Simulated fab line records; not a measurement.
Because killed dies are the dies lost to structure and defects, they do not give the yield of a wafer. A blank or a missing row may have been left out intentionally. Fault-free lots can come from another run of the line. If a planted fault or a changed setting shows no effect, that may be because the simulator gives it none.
Which of the tools did it?	flow nand harc	Sampling: 14 lots, 42 wafers, 5 of 1302 route steps

WHAT EACH GAUGE READ, for each wafer
NHARC_A_ONON_D1_THK_MEAS_14: measures by ellipsometry. Usual: thk nm at 1000 nm, with a standard deviation of 8.7.
lot	measured	on	thk nm (nm)	flag
L232	day 7 00:32	film metro-01	1005 1003 1003	
L233	day 7 05:09	film metro-01	991 991 989	
L234	day 7 17:18	film metro-02	1004 1004 1004	
L236	day 8 12:04	film metro-01	998 1000 997	
L237	day 8 17:41	film metro-02	1004 1006 1007	
L235	day 9 06:04	film metro-01	996 996 997	
L238	day 9 13:34	film metro-02	1008 1008 1005	
L239	day 9 23:19	film metro-02	975 975 977	
L245	day 12 06:04	film metro-01	995 997 997	
L244	day 12 06:07	film metro-02	1002 1002 1003	
L246	day 12 19:40	film metro-02	1002 1003 1005	
L249	day 14 05:28	film metro-01	1005 1002 1004	
L252	day 15 00:41	film metro-01	993 994 995	
L255	day 16 06:11	film metro-02	998 997 994	

NHARC_A_ONON_D1_THK_MEAS_24: measures by ellipsometry. Usual: thk nm at 1001 nm, with a standard deviation of 9.3.
lot	measured	on	thk nm (nm)	flag
L232	day 7 11:07	film metro-01	1000 1000 1000	
L233	day 7 11:05	film metro-02	991 992 991	
L234	day 8 02:18	film metro-02	1015 1016 1016	
L236	day 8 20:57	film metro-02	995 994 994	
L237	day 9 04:44	film metro-02	988 988 986	
L235	day 9 14:43	film metro-02	1016 1013 1016	
L238	day 9 22:32	film metro-01	995 995 998	
L239	day 11 01:22	film metro-01	997 997 996	
L245	day 12 15:28	film metro-01	1008 1007 1008	
L244	day 12 15:28	film metro-02	1007 1006 1006	
L246	day 13 04:34	film metro-02	999 998 999	
L249	day 14 14:26	film metro-01	1002 1005 1003	
L252	day 15 09:53	film metro-02	1007 1003 1004	
L255	day 16 15:08	film metro-02	1013 1013 1014	

NHARC_A_CHANNEL_HOLE_D1_INSPECT_12. Usual: raw defect count at 5.4, with a standard deviation of 2.7.
lot	measured	on	raw defect count	flag
L232	day 7 15:38	defect inspect-02	8 8 9	
L233	day 7 15:29	defect inspect-02	4 8 7	
L234	day 8 18:19	defect inspect-01	6 4 1	
L236	day 9 01:52	defect inspect-02	6 12 4	
L237	day 9 09:16	defect inspect-01	10 8 4	
L235	day 9 22:34	defect inspect-01	5 2 9	
L238	day 10 05:33	defect inspect-02	5 11 6	
L239	day 11 07:32	defect inspect-01	6 7 6	
L245	day 12 20:36	defect inspect-01	4 7 5	
L244	day 12 20:24	defect inspect-01	10 5 9	
L246	day 13 11:49	defect inspect-02	5 3 3	
L249	day 14 18:56	defect inspect-02	5 2 4	
L252	day 15 14:25	defect inspect-02	3 4 2	
L255	day 16 20:23	defect inspect-02	3 6 6	

NHARC_END_SORT_01. Usual: killed at array 62, standard deviation 18; killed at other 0.9, standard deviation 1.2; killed at periphery 4.2, standard deviation 2.9; killed dies 67, standard deviation 17; killed open 3.6, standard deviation 1.9; killed short 2.5, standard deviation 1.6.
lot	measured	on	killed at array	killed at other	killed at periphery	killed dies	killed open	killed short	flag
L234	day 26 02:20	prober-02	668 674 671	5 1 2	4 2 4	677 677 677	6 6 5	2 3 1	OFF
L235	day 26 18:41	prober-02	663 667 668	1 1 0	13 9 9	677 677 677	3 6 5	4 2 4	OFF
L238	day 26 09:37	prober-01	674 677 677	1 0 0	2 0 0	677 677 677	3 5 4	3 1 3	OFF
L249	day 30 13:56	prober-01	73 72	0 0	3 5	76 77	6 7	4 2	

WHICH TOOL RAN EACH LOT (tool, then ch and the chambers of the sampled wafers, then the start)
lot	NHARC_A_CHANNEL_HOLE_D1_DEP_00
L232	acl dep-01 ch 0, day 7 13:12
L233	acl dep-03 ch 0, day 7 13:28
L234	acl dep-02 ch 0, day 8 10:26
L236	acl dep-02 ch 0, day 8 23:06
L237	acl dep-02 ch 0, day 9 06:47
L235	acl dep-01 ch 0, day 9 18:20
L238	acl dep-03 ch 0, day 10 00:44
L239	acl dep-01 ch 0, day 11 04:46
L245	acl dep-01 ch 0, day 12 17:50
L244	acl dep-02 ch 0, day 12 17:58
L246	acl dep-02 ch 0, day 13 09:11
L249	acl dep-02 ch 0, day 14 16:11
L252	acl dep-03 ch 0, day 15 12:37
L255	acl dep-02 ch 0, day 16 17:40
- NHARC_A_CHANNEL_HOLE_D1_DEP_00: deposits aC, target thk 3100 nm.

AS READ BY THE TOOLS THEMSELVES (means over the sampled wafers that have a number; for cases with no such wafer, the mark the record gives instead)
NHARC_A_CHANNEL_HOLE_D1_DEP_00. Usual: throttle valve pct at 35.000 %, with a standard deviation of 0.0088.
lot	tool	throttle valve pct (%)	flag
L232	acl dep-01	35.008	
L233	acl dep-03	34.993	
L234	acl dep-02	34.995	
L236	acl dep-02	34.993	
L237	acl dep-02	35.003	
L235	acl dep-01	34.996	
L238	acl dep-03	35.001	
L239	acl dep-01	35.006	
L245	acl dep-01	34.994	
L244	acl dep-02	35.008	
L246	acl dep-02	34.996	
L249	acl dep-02	35.010	
L252	acl dep-03	35.004	
L255	acl dep-02	34.991	

THE ANSWER, worked out from the rows above alone
Rule: a lot is off if the mean of its wafers that have a number lies more than 3 standard deviations from the usual mean. A lot without any number at a reading at which 4 lots or more have one is off too. Where the step has rows for the other lots, those lots are counted as sound. Order of review: gauges by route order, followed by the tools' own readings, for which a lot's mean as printed above is used. The first step at which some lot is off is used, and at that step the reading that is off furthest; a lot without a number counts as furthest.
Off at NHARC_END_SORT_01 (killed dies): L234, L235, L238. Neither off nor sound, because the step has no rows for them: L232, L233, L236, L237, L239, L245, L244, L246, L252, L255.
If a tool, at a process step before that reading, ran all the lots that are off and no sound lot after the first of them, it fits. Those tools and the gauges at NHARC_END_SORT_01 are tried in the same way. No candidate that was tried fits.

WHAT THE SIMULATOR HAD INSERTED
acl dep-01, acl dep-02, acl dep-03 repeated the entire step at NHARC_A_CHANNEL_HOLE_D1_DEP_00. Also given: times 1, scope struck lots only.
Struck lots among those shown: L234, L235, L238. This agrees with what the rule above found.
